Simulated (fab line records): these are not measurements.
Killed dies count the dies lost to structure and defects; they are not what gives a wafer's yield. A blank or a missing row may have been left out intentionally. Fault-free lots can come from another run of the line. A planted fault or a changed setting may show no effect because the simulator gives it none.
Chamber matching | flow n5-finfet | N5_BEOL_M5_DESCUM_33 on rie-diel-06 has 4 sister chambers
The step chemistry O2, time 7 s. 4 wafers are shown with their chamber, then 9 later ones without.

## WAFERS, EACH WITH ITS CHAMBER
wafer  | chamber | throttle-valve-pct (%)
L088.3 | 1       | 20.09
L088.4 | 3       | 20.68
L090.4 | 2       | 20.92
L090.5 | 0       | 20.66

## WAFERS WITHOUT THEIR CHAMBER
wafer  | throttle-valve-pct (%)
L094.1 | 20.69
L094.2 | 20.68
L094.5 | 20.92
L095.2 | 20.70
L095.3 | 20.09
L095.4 | 20.66
L097.2 | 20.94
L097.3 | 20.11
L097.4 | 20.67

## CHAMBER TAKEN BY EACH
wafer  | from the rows above     | in truth
L094.1 | can't be placed: 3 or 0 | 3
L094.2 | can't be placed: 3 or 0 | 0
L094.5 | 2                       | 2
L095.2 | can't be placed: 3 or 0 | 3
L095.3 | 1                       | 1
L095.4 | can't be placed: 0 or 3 | 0
L097.2 | 2                       | 2
L097.3 | 1                       | 1
L097.4 | can't be placed: 3 or 0 | 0
Correctly placed: 4 of 9. From these rows, 5 cannot be placed; in 5 the true chamber is one of the candidates. 0 placed wrongly.
How it was worked out, from the rows above alone: a wafer's distance from a chamber is the root of the sum, over the readings, of the square of ((its reading less the chamber's mean) divided by the reading's scatter). If the next closest chamber is less than 2 further off than the closest, the wafer can't be placed; otherwise it belongs to the closest. For every chamber, the mean is computed from those of its wafers that are shown. The scatter: root of mean squared gap, hidden wafer to nearest shown wafer, with one shown wafer a chamber.
